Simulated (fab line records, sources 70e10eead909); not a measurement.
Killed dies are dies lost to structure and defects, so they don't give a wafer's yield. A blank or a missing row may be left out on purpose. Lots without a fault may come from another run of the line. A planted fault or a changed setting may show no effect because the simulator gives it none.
Chamber matching | flow nand_harc | NHARC_A_CONTACT_DESCUM_13 on rie_diel-08: 4 sister chambers
The step chemistry O2, time 3 s. 8 wafers are shown with their chamber, then 12 later ones without.

WAFERS WITH THEIR CHAMBER
wafer  | chamber | drypump_motor_current_A (A) | showerhead_plenum_p_Torr (Torr)
L078.3 | 0       | 5.6                         | 1.92
L085.2 | 1       | 6.5                         | 1.85
L086.1 | 1       | 6.5                         | 1.84
L086.2 | 2       | 6.1                         | 1.89
L086.4 | 3       | 5.2                         | 1.81
L088.2 | 0       | 5.6                         | 1.92
L088.3 | 3       | 5.2                         | 1.80
L088.4 | 2       | 6.0                         | 1.89

WAFERS WITHOUT THEIR CHAMBER
wafer  | drypump_motor_current_A (A) | showerhead_plenum_p_Torr (Torr)
L093.1 | 6.6                         | 1.84
L093.4 | 5.6                         | 1.91
L093.6 | 5.2                         | 1.80
L092.1 | 6.6                         | 1.84
L092.2 | 5.2                         | 1.80
L092.5 | 5.2                         | 1.80
L094.2 | 6.0                         | 1.89
L094.3 | 6.5                         | 1.84
L094.4 | 5.6                         | 1.91
L096.1 | 5.2                         | 1.80
L096.3 | 6.5                         | 1.84
L096.4 | 5.5                         | 1.91

WHICH CHAMBER EACH WENT THROUGH
wafer  | from the rows above | in truth
L093.1 | 1                   | 1
L093.4 | 0                   | 0
L093.6 | 3                   | 3
L092.1 | 1                   | 1
L092.2 | 3                   | 3
L092.5 | 3                   | 3
L094.2 | 2                   | 2
L094.3 | 1                   | 1
L094.4 | 0                   | 0
L096.1 | 3                   | 3
L096.3 | 1                   | 1
L096.4 | 0                   | 0
Placed correctly: 12 of 12. Can't be placed from these rows: 0. Placed wrongly: 0.
How it was worked out, from the rows above alone: a wafer's distance from a chamber is the root of the sum, over the readings, of the square of ((its reading less the chamber's mean) divided by the reading's scatter). The wafer belongs to the nearest chamber; if the next one is less than 2 further off, it can't be placed. A chamber's mean is the mean of its shown wafers. The scatter: the root of (the sum of the squares of (reading less its chamber's mean) over the shown wafers, divided by (wafers less chambers)).
